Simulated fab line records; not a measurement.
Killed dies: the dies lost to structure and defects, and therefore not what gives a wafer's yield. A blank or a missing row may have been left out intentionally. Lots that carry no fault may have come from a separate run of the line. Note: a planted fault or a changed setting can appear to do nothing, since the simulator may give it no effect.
A struck lot beside a sound one | flow n5_finfet | 36 out of 1938 route steps
Sound: these wafers, L930.2, L930.3, L930.6. Struck: wafers L938.1, L938.6 (left out: L938.2, a lot-mate that was not struck); the cause follows at the end.
At each step with rows: each side's tool, then ch and its chambers, then its first start. Under that, the readings that differ: sound wafers | struck wafers | difference of the means | sigmas: that difference in standard deviations of wafers without a fault.
alike: a reading whose means differ by less than 2 such deviations, as well as words and numbers matching on both sides. not compared: withheld readings; readings where some wafer has no value; bounds like >300 that might hide an equal value; numbers whose values overlap and for which the record gives no deviation.
A row with sigmas, a row that says differs or no value, or rows on one side alone: a step with any of these is where the two part. Numbers that don't overlap but have no deviation are shown without sigmas and don't part them. A reading that every wafer of one side lacks parts them only if that side has two wafers or more.

first, 2 steps without rows for these wafers: N5_BEOL_M5_ANNEAL_49 (time 1800 s); N5_BEOL_M5_SPUTTER_81 (material Cu, target thk 15 nm, time 27.62 s).
N5_BEOL_M5_ANNEAL_82: time 1800 s.
  sound on pvd_sputter-01 at day 9 19:55; struck on pvd_sputter-03 at day 12 00:42
  alike: heater_power_w, susceptor_temp_C_max
N5_BEOL_M5_SPUTTER_83: material Cu, target thk 15 nm, time 27.62 s.
  sound on pvd_sputter-01 at day 9 20:56; struck on pvd_sputter-03 at day 12 01:42
  alike: throttle_valve_pct
then, 7 steps without rows for these wafers: N5_BEOL_M5_ANNEAL_84 (time 1800 s); N5_BEOL_M5_SPUTTER_88 (material Cu, target thk 15 nm, time 27.62 s); N5_BEOL_M5_ANNEAL_89 (time 1800 s); N5_BEOL_M5_SPUTTER_90 (material Cu, target thk 4.5 nm, time 8.29 s); N5_BEOL_M5_ECD_50 (material Cu, target thk 300 nm); N5_BEOL_M5_ANNEAL_51 (time 90 s); N5_BEOL_M5_CMP_52 (polishes, stops on SiCOH lowk, t overpolish 6.9 s, target thk 62 nm).
N5_BEOL_M5_THK_MEAS_53: measures by xrf.
  sound on film_metro-02 at day 9 23:54; struck on film_metro-01 at day 12 04:40
  alike: M5_THK
N5_BEOL_M5_PRE_CLEAN_77: time 15 s.
  sound on cvd_co-02 ch 0,2, day 9 23:56; struck on cvd_co-01 ch 2, day 12 04:43
  alike: heater_power_w, rf_fwd_power_W
N5_BEOL_M5_CO_CAP_78: material Co, precursor CCTBA/H2, target thk 2 nm, time 102.1 s.
  sound on cvd_co-02 ch 0,2, day 9 23:58; struck on cvd_co-01 ch 2, day 12 04:45
  alike: heater_power_w
then, 1 step without rows for these wafers: N5_BEOL_M5_PRE_CLEAN_55 (time 15 s).
N5_BEOL_M5_DEP_56: deposits SiCN from 3MS/NH3, target thk 8 nm, time 14 s.
  sound on pecvd-04 ch 0,1,2, day 10 00:05; struck on pecvd-03 ch 0,2, day 12 04:52
  alike: rf_fwd_power_W, showerhead_plenum_p_Torr, throttle_valve_pct
N5_BEOL_M5_RS_MEAS_57: measures by four-point-probe.
  sound on film_metro-02 at day 10 00:10; struck on film_metro-01 at day 12 04:56
  alike: M5_RS
N5_BEOL_M5_INSPECT_58: inspects for defects (darkfield).
  sound on defect_inspect-02 at day 10 00:11; struck on defect_inspect-01 at day 12 04:58
  reading          | sound     | struck  | difference | sigmas
  raw_defect_count | 106 72 64 | 362 312 | +256       | +13
then, 2 steps without rows for these wafers: N5_BEOL_M6_ILD_DEP_00 (deposits SiCOH lowk from DEMS/porogen, target thk 179.75 nm, time 33.4 s); N5_BEOL_M6_CURE_74 (cures SiCOH lowk, time 240 s).
N5_BEOL_M6_THK_MEAS_01:
  sound on film_metro-01 at day 10 00:49; struck on film_metro-02 at day 12 05:34
  alike: M6_ILD_THK
N5_BEOL_M6_PECVD_70: deposits SiO2 from TEOS/O2, target thk 20 nm, time 22.7 s.
  sound on pecvd-02 ch 0,1, day 10 00:52; struck on pecvd-04 ch 1, day 12 05:37
  alike: heater_power_w, rf_fwd_power_W, showerhead_plenum_p_Torr, throttle_valve_pct
then, 9 steps without rows for these wafers: N5_BEOL_M6_HM_DEP_02 (deposits TiN, target thk 20 nm); N5_BEOL_M6_COAT_59 (time 60 s, resist thk 100 nm); N5_BEOL_M6_COAT_60 (time 60 s, resist thk 35 nm); N5_BEOL_M6_COAT_05 (resist thk 90 nm); N5_BEOL_M6_EBR_07; N5_BEOL_M6_SOFTBAKE_06 (time 60 s); N5_BEOL_M6_EXPOSE_08 (exposes mask M6); N5_BEOL_M6_PEB_09 (peb time 60 s); N5_BEOL_M6_DEVELOP_10 (develop time 30 s).
N5_BEOL_M6_CD_MEAS_11 targets a cd of 38.5 nm.
  sound on cd_sem-02 ch 0, day 10 03:08; struck on cd_sem-03 ch 0, day 12 07:33
  alike: cd_nm
N5_BEOL_M6_OVL_MEAS_12:
  sound on overlay-02 ch 0, day 10 03:10; struck on overlay-02 ch 0, day 12 07:35
  alike: M6_OVL
N5_BEOL_M6_INSPECT_13: inspects for defects (brightfield).
  sound on defect_inspect-02 at day 10 03:11; struck on defect_inspect-01 at day 12 07:37
  reading          | sound       | struck  | difference | sigmas
  raw_defect_count | 512 436 477 | 722 796 | +284       | +3
then, 1 step without rows for these wafers: N5_BEOL_M6_DESCUM_16 (chemistry O2, time 7.9 s).
-- a jump in the record: the struck wafers' starts before and after are 4 days apart (it breaks off in module BEOL_M6 and resumes in module PASSIVATION, where the first step shown is number 1936 of the route) --
N5_PASSIVATION_PROBE_49:
  record: rows for the struck wafers here (prober-01, day 16 04:17), none for the sound ones

== WHERE THEY PART ==
At N5_BEOL_M5_INSPECT_58 first; at N5_PASSIVATION_PROBE_49 last (within this record only).

WHY: what had been put in by the simulator
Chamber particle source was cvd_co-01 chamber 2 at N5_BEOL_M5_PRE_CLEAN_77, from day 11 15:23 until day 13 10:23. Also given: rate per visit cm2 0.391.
